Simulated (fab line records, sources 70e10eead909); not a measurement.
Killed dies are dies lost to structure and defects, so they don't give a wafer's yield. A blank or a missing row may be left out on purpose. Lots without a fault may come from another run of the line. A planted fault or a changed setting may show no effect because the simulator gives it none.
A struck lot beside a sound one | flow nand_harc | 15 steps out of a route of 1302
Sound: wafers L374.1, L374.2, L374.6. Struck: wafers L380.1, L380.6. (L380.2 of the same lot was not struck and is left out.) The cause comes at the end.
At each step with rows: each side's tool, then ch and its chambers, then its first start. Under that, the readings that differ: sound wafers | struck wafers | difference of the means | sigmas: that difference in standard deviations of wafers without a fault.
alike: readings whose means differ by less than 2 such deviations, and words and numbers that are the same on both sides. not compared: withheld readings, readings that some wafer has no value for, bounds like >300 that may hide the same value, and numbers for which the record gives no deviation and whose values overlap.
The two part at a step that has a row with sigmas, a row that says differs or no value, or rows on one side only. Numbers that don't overlap but have no deviation are shown without sigmas and don't part them. A reading that every wafer of one side lacks parts them only if that side has two wafers or more.

first, 1 step without rows for these wafers: NHARC_A_ONON_D1_DEP_12 (target thk 1000 nm).
NHARC_A_ONON_D1_THK_MEAS_14: measures by ellipsometry.
  sound on film_metro-01, day 11 06:01; struck on film_metro-02, day 13 22:20
  alike: thk_nm
then, 2 steps without rows for these wafers: NHARC_A_ONON_D1_ANNEAL_15 (time 3600 s); NHARC_A_ONON_D1_DEP_16 (target thk 1000 nm).
NHARC_A_ONON_D1_THK_MEAS_18: measures by ellipsometry.
  sound on film_metro-02, day 11 13:49; struck on film_metro-02, day 14 06:34
  alike: thk_nm
then, 1 step without rows for these wafers: NHARC_A_ONON_D1_DEP_19 (target thk 1000 nm).
NHARC_A_ONON_D1_THK_MEAS_21: measures by ellipsometry.
  sound on film_metro-02, day 11 14:23; struck on film_metro-02, day 14 07:08
  alike: thk_nm
then, 1 step without rows for these wafers: NHARC_A_ONON_D1_DEP_22 (target thk 1000 nm).
NHARC_A_ONON_D1_THK_MEAS_24: measures by ellipsometry.
  sound on film_metro-02, day 11 14:58; struck on film_metro-02, day 14 07:41
  reading     | sound       | struck    | difference | sigmas
  thk_nm (nm) | 990 992 991 | 1015 1016 | +24        | +3
then, 1 step without rows for these wafers: NHARC_A_ONON_D1_DEP_25 (target thk 1000 nm).
NHARC_A_ONON_D1_THK_MEAS_27: measures by ellipsometry.
  sound on film_metro-01, day 11 15:31; struck on film_metro-02, day 14 08:15
  alike: thk_nm
NHARC_A_ONON_D1_DEP_28: target thk 1000 nm.
  sound on pecvd_onon-03 ch 0, day 11 15:35; struck on pecvd_onon-03 ch 0, day 14 08:19
NHARC_A_ONON_D1_THK_MEAS_30: measures by ellipsometry.
  sound on film_metro-02, day 11 16:05; struck on film_metro-02, day 14 08:49
  reading     | sound        | struck    | difference | sigmas
  thk_nm (nm) | 998 998 1000 | 1510 1510 | +511       | +62
NHARC_A_ONON_D1_DEP_33: deposits SiO2, target thk 200 nm.
  sound on pecvd-01 ch 1,2, day 11 16:09; struck on pecvd-02 ch 1,2, day 14 08:58
  reading                | sound          | struck    | difference | sigmas
  throttle_valve_pct (%) | 16.1 17.4 17.3 | 15.8 15.3 | -1.4       | -2
  alike: chamber_pressure_Torr, heater_power_w
-- the record jumps here: 17 days lie between the struck wafers' starts before and after (it left off in module A_ONON_D1 and takes up again in module END, whose first step shown is number 1302 of the route) --
NHARC_END_SORT_01:
  the record has rows for the struck wafers here (prober-01 ch 0, day 31 09:02) and none for the sound ones

WHERE THEY PART
First at NHARC_A_ONON_D1_THK_MEAS_24; last, within this record, at NHARC_END_SORT_01.

WHY: what the simulator had put in
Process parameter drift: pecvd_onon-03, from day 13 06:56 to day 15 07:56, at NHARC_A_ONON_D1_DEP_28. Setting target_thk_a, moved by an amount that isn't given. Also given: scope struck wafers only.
